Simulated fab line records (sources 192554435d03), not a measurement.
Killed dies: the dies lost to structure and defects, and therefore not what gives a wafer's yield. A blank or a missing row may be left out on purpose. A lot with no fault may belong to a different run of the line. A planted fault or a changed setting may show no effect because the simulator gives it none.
Split-lot experiment + flow n5 finfet + 7 lots, 21 wafers read, on a route of 1938 steps

ABOUT THE SPLIT
At N5_PASSIVATION_EXPOSE_27 (exposes mask PAD, defocus 0 nm), the setting dose mj was moved away from the recipe's 32.3 on 9 of the 21 wafers read, by -2.3% to +7.3%. For the rest of the wafers, this setting stayed at what the recipe calls for.

FROM THE SPLIT TO THE READING: what the file shows between them, 3 steps
- N5_PASSIVATION_PEB_28
- N5_PASSIVATION_DEVELOP_29: develop time 60 s
- N5_PASSIVATION_HARDBAKE_31: time 120 s

THE READING
cd nm at N5_PASSIVATION_CD_MEAS_30, given in nm (cd target 4000 nm). On this fab line, fault-free wafers typically give 3999.5 nm with a standard deviation of 1.4 nm.

| wafer  | tool, chamber at the split | dose mj as run | against the recipe | cd nm, nm | against lot-mates on the recipe |
|--------|----------------------------|----------------|--------------------|-----------|---------------------------------|
| L075.2 | krf scanner-02, 0          | 32.3           | recipe             | 4000.3    | -                               |
| L075.3 | krf scanner-02, 0          | 33.9           | +5.0%              | 4008.2    | +7.9                            |
| L075.6 | krf scanner-02, 0          | 33.9           | +5.0%              | 4006.8    | +6.5                            |
| L082.2 | krf scanner-01, 0          | 33.5           | +3.7%              | 4007.2    | +5.3                            |
| L082.5 | krf scanner-01, 0          | 33.5           | +3.7%              | 4006.2    | +4.3                            |
| L082.6 | krf scanner-01, 0          | 32.3           | recipe             | 4001.9    | -                               |
| L081.2 | krf scanner-01, 0          | 32.3           | recipe             | 4001.0    | -                               |
| L081.3 | krf scanner-01, 0          | 32.3           | recipe             | 3999.4    | -                               |
| L081.6 | krf scanner-01, 0          | 34.65          | +7.3%              | 4013.2    | +13.0                           |
| L083.2 | krf scanner-02, 0          | 32.3           | recipe             | 3998.3    | -                               |
| L083.3 | krf scanner-02, 0          | 32.3           | recipe             | 3997.8    | -                               |
| L083.4 | krf scanner-02, 0          | 33.43          | +3.5%              | 4003.5    | +5.4                            |
| L086.2 | krf scanner-02, 0          | 32.3           | recipe             | 3998.7    | -                               |
| L086.3 | krf scanner-02, 0          | 32.3           | recipe             | 4000.0    | -                               |
| L086.6 | krf scanner-02, 0          | 32.3           | recipe             | 3997.2    | -                               |
| L089.1 | krf scanner-01, 0          | 32.99          | +2.1%              | 4001.8    | +5.5                            |
| L089.5 | krf scanner-01, 0          | 32.99          | +2.1%              | 4002.0    | +5.7                            |
| L089.6 | krf scanner-01, 0          | 32.3           | recipe             | 3996.3    | -                               |
| L093.1 | krf scanner-02, 0          | 32.3           | recipe             | 4000.2    | -                               |
| L093.3 | krf scanner-02, 0          | 32.3           | recipe             | 4003.4    | -                               |
| L093.4 | krf scanner-02, 0          | 31.57          | -2.3%              | 3995.2    | -6.6                            |

THE FIT
A straight line over all 21 wafers: cd nm changes by +1.74 nm for each +1% of dose mj; r = +0.93; the points scatter about the line by 1.7 nm.
The same after taking each lot's own level away (the mean of its wafers on the recipe; 21 wafers): +1.7 nm for each +1%; r = +0.95; scatter 1.4 nm.
That fit puts the effect of the largest move of dose mj on the reading at 12 nm.
The span of the lots' own levels, 3996.30 to 4001.90 nm, comes to 4.0 times the standard deviation stated above.
Consequently the slope shifts little with the lot-to-lot level, the two slopes agreeing.
Check: for one of the wafers moved furthest among these (+7.3%), held out of the fit, the line's prediction against its lot-mates is +11.7 nm. Against them it came out at +13 nm.

ADDITIONAL SPLITS CARRIED BY THESE WAFERS
Before the reading, these wafers also passed through other splits. Each is held against what the fit with the lots' levels taken away leaves over:
| other split on the same wafers    | wafers away from the commonest value | r with cd nm (lot level and that fit taken away) |
|-----------------------------------|--------------------------------------|--------------------------------------------------|
| N5_BEOL_M11_COAT_05 spin rpm      | 11                                   | -0.18                                            |
| N5_BEOL_M11_VIA_ETCH_34 time s    | 10                                   | +0.27                                            |
| N5_BEOL_M11_ETCH_41 time s        | 8                                    | +0.09                                            |
| N5_BEOL_M14_COAT_65 spin rpm      | 5                                    | +0.31                                            |
| N5_BEOL_M15_PEB_26 peb time s     | 3                                    | +0.25                                            |
| N5_BEOL_M15_TRENCH_ETCH_34 time s | 5                                    | +0.20                                            |
| N5_MIM_BOT_ETCH_ETCH_04 time s    | 7                                    | +0.13                                            |

FILE'S OWN FIT
cd nm changes by +1.71 nm for each +1% of dose mj, r = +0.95.
